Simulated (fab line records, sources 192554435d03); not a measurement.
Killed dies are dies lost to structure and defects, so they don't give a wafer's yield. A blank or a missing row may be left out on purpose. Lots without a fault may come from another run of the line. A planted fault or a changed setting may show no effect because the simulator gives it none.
Split-lot experiment | flow n5_finfet | 7 lots, 21 wafers read, on a route of 1938 steps

THE SPLIT
At N5_BEOL_M5_COAT_05 (resist thk 30 nm), the setting spin_rpm was moved away from the recipe's 1500 rpm on 9 of the 21 wafers read, by -9.0% to +4.6%. The other wafers ran this setting at the recipe's value.

FROM THE SPLIT TO THE READING: what the file shows between them, 4 steps
- N5_BEOL_M5_EBR_07
- N5_BEOL_M5_SOFTBAKE_06: time 60 s
- N5_BEOL_M5_EXPOSE_08: exposes mask M5, target cd 28 nm
- N5_BEOL_M5_PEB_09: peb time 60 s

THE READING
CAR-EUV_of_BEOL_M5_COAT_05.thk_nm (the simulator's own value, which no gauge read), in nm, at N5_BEOL_M5_DEVELOP_10 (develop time 30 s). The file gives no usual value for it. The 12 wafers here that ran the recipe average 29.5 nm, standard deviation 0.094 nm.

wafer  | tool, chamber at the split | spin_rpm as run, rpm | against the recipe | CAR-EUV_of_BEOL_M5_COAT_05.thk_nm, nm | against lot-mates on the recipe
L074.1 | litho_track-01, 0          | 1569                 | +4.6%              | 29                                    | -0.6
L074.3 | litho_track-01, 0          | 1569                 | +4.6%              | 28.8                                  | -0.8
L074.4 | litho_track-01, 0          | 1500                 | recipe             | 29.6                                  | -
L079.1 | litho_track-03, 0          | 1543                 | +2.9%              | 29                                    | -0.4
L079.2 | litho_track-03, 0          | 1543                 | +2.9%              | 29                                    | -0.4
L079.5 | litho_track-03, 0          | 1500                 | recipe             | 29.4                                  | -
L084.3 | litho_track-05, 0          | 1437                 | -4.2%              | 30.4                                  | +0.8
L084.6 | litho_track-05, 0          | 1437                 | -4.2%              | 30.4                                  | +0.8
L084.4 | litho_track-05, 0          | 1500                 | recipe             | 29.6                                  | -
L087.2 | litho_track-03, 0          | 1500                 | recipe             | 29.6                                  | -
L087.4 | litho_track-03, 0          | 1500                 | recipe             | 29.6                                  | -
L087.6 | litho_track-03, 0          | 1500                 | recipe             | 29.6                                  | -
L088.2 | litho_track-03, 0          | 1500                 | recipe             | 29.6                                  | -
L088.5 | litho_track-03, 0          | 1500                 | recipe             | 29.6                                  | -
L088.6 | litho_track-03, 0          | 1500                 | recipe             | 29.4                                  | -
L089.1 | litho_track-03, 0          | 1365                 | -9.0%              | 30.8                                  | +1.4
L089.2 | litho_track-03, 0          | 1500                 | recipe             | 29.4                                  | -
L089.6 | litho_track-03, 0          | 1500                 | recipe             | 29.4                                  | -
L091.3 | litho_track-01, 0          | 1449                 | -3.4%              | 30                                    | +0.4
L091.6 | litho_track-01, 0          | 1449                 | -3.4%              | 30                                    | +0.4
L091.4 | litho_track-01, 0          | 1500                 | recipe             | 29.6                                  | -

THE FIT
A straight line over all 21 wafers: CAR-EUV_of_BEOL_M5_COAT_05.thk_nm changes by -0.155 nm for each +1% of spin_rpm; r = -0.97; the points scatter about the line by 0.12 nm.
The same after taking each lot's own level away (the mean of its wafers on the recipe; 21 wafers): -0.155 nm for each +1%; r = -0.99; scatter 0.082 nm.
On that fit, the largest move of spin_rpm shifts the reading by 1.4 nm.
The lots' own levels span 29.40 to 29.60 nm, that is 2.1 times the standard deviation above.
So the lot-to-lot level changes the slope little: the two slopes agree.
Check: with one of the wafers moved furthest among these (-9.0%) left out of the fit, the line predicts +1.4 nm for it against its lot-mates. It came out at +1.4 nm against them.

OTHER SPLITS ON THESE WAFERS
These wafers also went through other splits before the reading. Each is held against what the fit with the lots' levels taken away leaves over:
other split on the same wafers    | wafers away from the commonest value | r with CAR-EUV_of_BEOL_M5_COAT_05.thk_nm (lot level and that fit taken away)
N5_BEOL_M3_HM_DEP_02 target_thk_a | 6                                    | -0.29
N5_BEOL_M4_EXPOSE_08 dose_mj      | 7                                    | -0.11
N5_BEOL_M4_DESCUM_16 time_s       | 8                                    | -0.47
N5_BEOL_M4_DESCUM_33 time_s       | 7                                    | +0.09

THE WHOLE CHAIN: every reading that the file lists as answering this split, in the file's order
step                  | what it does      | reading                                                                            | change (the file's fit)               | r (the file's)
N5_BEOL_M5_COAT_05    | resist thk 30 nm  | CAR-EUV_of_BEOL_M5_COAT_05.thk_nm (the simulator's own value, which no gauge read) | -0.156 nm for each +1% of the setting | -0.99
N5_BEOL_M5_DEVELOP_10 | develop time 30 s | CAR-EUV_of_BEOL_M5_COAT_05.thk_nm (the simulator's own value, which no gauge read) | -0.155 nm for each +1% of the setting | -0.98

THE FILE'S OWN FIT
CAR-EUV_of_BEOL_M5_COAT_05.thk_nm changes by -0.155 nm for each +1% of spin_rpm, r = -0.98.
